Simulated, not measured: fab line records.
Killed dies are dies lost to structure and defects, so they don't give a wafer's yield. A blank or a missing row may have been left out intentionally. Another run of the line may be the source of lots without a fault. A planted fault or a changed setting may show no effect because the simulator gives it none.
Lot-split experiment | flow n5_finfet | 7 lots, 21 wafers read, on a route of 1938 steps

== THE SPLIT ITSELF ==
At N5_BEOL_M3_ILD_DEP_00 (deposits SiOC from DEMS/O2, target thk 79 nm, time 15.3 s), the setting time_s was moved away from the recipe's 15.3 s on 6 of the 21 wafers read, by -13.8% to +8.8%. All remaining wafers had this setting at the recipe value.

There is no step in the file separating the split from the reading.

== THE READING ==
M3_ILD_THK at N5_BEOL_M3_THK_MEAS_01, in nm. Fault-free wafers of this fab line usually give 79.1 nm, standard deviation 1.1 nm.

wafer  | tool, chamber at the split | time_s as run, s | against the recipe | M3_ILD_THK, nm | against lot-mates on the recipe
L075.3 | pecvd-03, 0,1              | 15.3             | recipe             | 78.6           | -
L075.4 | pecvd-03, 0,1              | 15.3             | recipe             | 78.6           | -
L075.5 | pecvd-03, 2                | 15.3             | recipe             | 80.5           | -
L074.1 | pecvd-01, 1                | 13.19            | -13.8%             | 68.1           | -10.8
L074.3 | pecvd-01, 0                | 13.19            | -13.8%             | 68.8           | -10.1
L074.5 | pecvd-01, 0                | 15.3             | recipe             | 78.9           | -
L082.2 | pecvd-04, 1                | 15.3             | recipe             | 78.5           | -
L082.3 | pecvd-04, 0                | 15.3             | recipe             | 80.1           | -
L082.4 | pecvd-04, 0                | 15.3             | recipe             | 79.6           | -
L087.1 | pecvd-01, 2                | 15.3             | recipe             | 78.7           | -
L087.4 | pecvd-01, 2                | 15.3             | recipe             | 79.2           | -
L087.5 | pecvd-01, 2                | 14.58            | -4.7%              | 76.0           | -3.0
L090.2 | pecvd-01, 1                | 15.3             | recipe             | 78.8           | -
L090.3 | pecvd-01, 0                | 15.3             | recipe             | 78.5           | -
L090.4 | pecvd-01, 0                | 16.64            | +8.8%              | 86.2           | +7.5
L094.3 | pecvd-01, 0                | 15.3             | recipe             | 78.1           | -
L094.4 | pecvd-01, 1                | 15.3             | recipe             | 80.3           | -
L094.5 | pecvd-01, 2                | 15.3             | recipe             | 80.1           | -
L097.1 | pecvd-04, 1                | 16.26            | +6.3%              | 84.2           | +5.3
L097.2 | pecvd-04, 2                | 16.26            | +6.3%              | 81.7           | +2.8
L097.4 | pecvd-04, 1                | 15.3             | recipe             | 78.9           | -
The file does not say which wafer passed through which chamber wherever a row lists several chambers: such a row stands for several wafers.

THE FIT
A straight line over all 21 wafers: M3_ILD_THK changes by +0.75 nm for each +1% of time_s; r = +0.98; the points scatter about the line by 0.85 nm.
The same after taking each lot's own level away (the mean of its wafers on the recipe; 21 wafers): +0.751 nm for each +1%; r = +0.98; scatter 0.81 nm.
Per that fit: largest time_s move, reading shift of 10 nm.
From 78.65 to 79.50 nm: that is the span of the lots' own levels, equal to 0.8 times the standard deviation above.
The two slopes agree, so the slope changes little with the lot-to-lot level.
Check: with one of the wafers moved furthest among these (-13.8%) left out of the fit, the line predicts -10.1 nm for it against its lot-mates. Against them it came out at -10.8 nm.

== THESE WAFERS: OTHER SPLITS ==
These wafers also went through other splits before the reading. Each is held against what the fit with the lots' levels taken away leaves over:
other split on the same wafers            | wafers away from the commonest value | r with M3_ILD_THK (lot level and that fit taken away)
N5_MOL_CONTACT_COAG_VIA_ETCH_117 bias_w   | 7                                    | -0.17
N5_BEOL_M0_SAQP_SPACER1_ALD_98 ald_cycles | 8                                    | -0.20
N5_BEOL_M1_COAT_61 spin_rpm               | 6                                    | -0.01
N5_BEOL_M1_COAT_05 spin_rpm               | 9                                    | +0.00
N5_BEOL_M1_ETCH_70 source_w               | 8                                    | +0.07
N5_BEOL_M1_TRENCH_ETCH_37 source_w        | 5                                    | -0.18
N5_BEOL_M1_DEP_57 time_s                  | 7                                    | +0.20
N5_BEOL_M2_HM_DEP_02 target_thk_a         | 7                                    | +0.12

== THE WHOLE CHAIN: every reading that the file lists as answering this split, in the file's order ==
step                   | what it does                                              | reading                                                                            | change (the file's fit)               | r (the file's)
N5_BEOL_M3_ILD_DEP_00  | deposits SiOC from DEMS/O2, target thk 79 nm, time 15.3 s | SiOC_of_BEOL_M3_ILD_DEP_00.thk_nm (the simulator's own value, which no gauge read) | +0.767 nm for each +1% of the setting | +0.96
N5_BEOL_M3_THK_MEAS_01 |                                                           | M3_ILD_THK                                                                         | +0.761 for each +1% of the setting    | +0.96

== FILE'S OWN FIT ==
M3_ILD_THK changes by +0.761 nm for each +1% of time_s, r = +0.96.
